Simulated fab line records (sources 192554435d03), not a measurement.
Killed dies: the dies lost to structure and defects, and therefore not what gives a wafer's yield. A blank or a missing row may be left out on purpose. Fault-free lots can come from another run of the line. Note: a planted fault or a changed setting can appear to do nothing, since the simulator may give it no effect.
3 desks looking at one fault | flow n5 finfet | each desk holds nothing but its own numbers, with what lay behind them at the end

== METROLOGY DESK ==
What the gauges read, lot by lot, whatever tool the lot ran on: means of the sampled wafers that have a number. Any lot whose mean is over 4 standard deviations away from the usual mean is out of limits and marked OUT; that distance is given in the brackets. Readings shown: 7 of its 11, picked as those furthest out on some lot.
Columns: A = FIN_CORE_OVL at N5_FIN_SAQP_OVL_MEAS_17, usual 0.2 nm; B = DIBL_P at N5_BEOL_M4_RC_MEAS_101, usual 35.9 mV/V; C = IOFF_N at N5_BEOL_M4_RC_MEAS_101, usual 0.16 nA/um; D = ION_N at N5_BEOL_M4_RC_MEAS_101, usual 672 uA/um; E = SS_N at N5_BEOL_M4_RC_MEAS_101, usual 71.4 mV/dec; F = SS_P at N5_BEOL_M4_RC_MEAS_101, usual 73.2 mV/dec; G = VT_N at N5_BEOL_M4_RC_MEAS_101, usual 250 mV
lot  | first seen here | A    | B    | C    | D   | E    | F    | G
L608 | day 2 21:16     | 1.2  | 37.3 | 0.18 | 675 | 71.5 | 73.3 | 249
L612 | day 3 22:25     | -0.6 | 37.4 | 0.16 | 669 | 71.5 | 73.8 | 250
L613 | day 4 04:43     | -0.5 | 37.2 | 0.18 | 677 | 72.2 | 73.4 | 249
L614 | day 4 11:05     | 0.3  | 36.8 | 0.19 | 683 | 72.0 | 74.2 | 247
L616 | day 4 23:31     | 0.5  | 36.3 | 0.16 | 674 | 71.1 | 73.2 | 250
L622 | day 6 09:16     | -0.3 | 34.6 | 0.15 | 672 | 71.2 | 73.0 | 250
L626 | day 7 10:17     | 0.0  | 34.1 | 0.13 | 676 | 70.8 | 72.7 | 251
L627 | day 7 15:57     | 0.4  | 32.6 | 0.11 | 657 | 70.9 | 72.3 | 256
This desk's finding: nothing out of limits on any of the 8 lots.

== FOR THE TOOL OWNER'S DESK: pecvd-01 ==
The tool's own readings at N5_FIN_SAQP_PECVD_48 (deposits SiNx from SiH4/NH3/N2, target thk 25 nm, time 22.1 s): means of the sampled wafers that have a number, for each lot that ran on this tool. Any lot whose mean is over 4 standard deviations away from the usual mean is out of limits and marked OUT; that distance is given in the brackets.
Columns: A = heater power w at N5_FIN_SAQP_PECVD_48, usual 790 W; B = showerhead plenum p Torr at N5_FIN_SAQP_PECVD_48, usual 5.16 Torr; C = throttle valve pct at N5_FIN_SAQP_PECVD_48, usual 39.7 %
lot  | first seen here | A   | B    | C
L608 | day 2 20:43     | 802 | 5.15 | 41.0
L612 | day 3 21:46     | 705 | 5.15 | 39.8
L616 | day 4 22:50     | 750 | 5.14 | 39.7
This desk's finding: nothing out of limits on any of the 3 lots.

== THE DEFECT DESK ==
Inspection counts along the route, by lot: the mean over sampled wafers that carry a number. Any lot whose mean is over 4 standard deviations away from the usual mean is out of limits and marked OUT; that distance is given in the brackets.
Columns: A = raw defect count at N5_FIN_SAQP_INSPECT_18, usual 439; B = raw defect count at N5_FIN_SAQP_INSPECT_40, usual 206; C = raw defect count at N5_FIN_CUT_INSPECT_10, usual 38
lot  | first seen here | A   | B              | C
L608 | day 2 21:17     | 349 | 201            | 38
L612 | day 3 22:26     | 535 | 240            | 53
L613 | day 4 04:44     | 539 | 198            | 37
L614 | day 4 11:07     | 344 | 197            | 40
L616 | day 4 23:32     | 680 | 570 (+6.6) OUT | 351 (+31) OUT
L622 | day 6 09:18     | 428 | 199            | 35
L626 | day 7 10:19     | 614 | 298            | 41
L627 | day 7 15:58     | 515 | 155            | 33
This desk's finding: out of limits on L616; first on L616, day 5 05:37 (raw defect count at N5_FIN_SAQP_INSPECT_40). L608, L612, L613, L614, L622, L626, L627 stayed within limits.

== BROUGHT TOGETHER ==
The defect desk could have raised an alarm at day 5 05:37, on L616.
Nothing out of limits was seen by the metrology desk.
Nothing out of limits was seen by the tool owner's desk.
The metrology desk holds a record of L616, inside its limits.
The tool owner's desk has L616 on record, within its limits.
All the named lots went through N5_FIN_SAQP_PECVD_48 on pecvd-01.

== WHAT THE SIMULATOR HAD INSERTED ==
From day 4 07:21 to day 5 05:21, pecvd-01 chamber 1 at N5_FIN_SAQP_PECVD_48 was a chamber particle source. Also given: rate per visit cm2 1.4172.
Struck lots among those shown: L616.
Hours from the fault's start to each desk's first reading out of limits: the defect desk, 22.
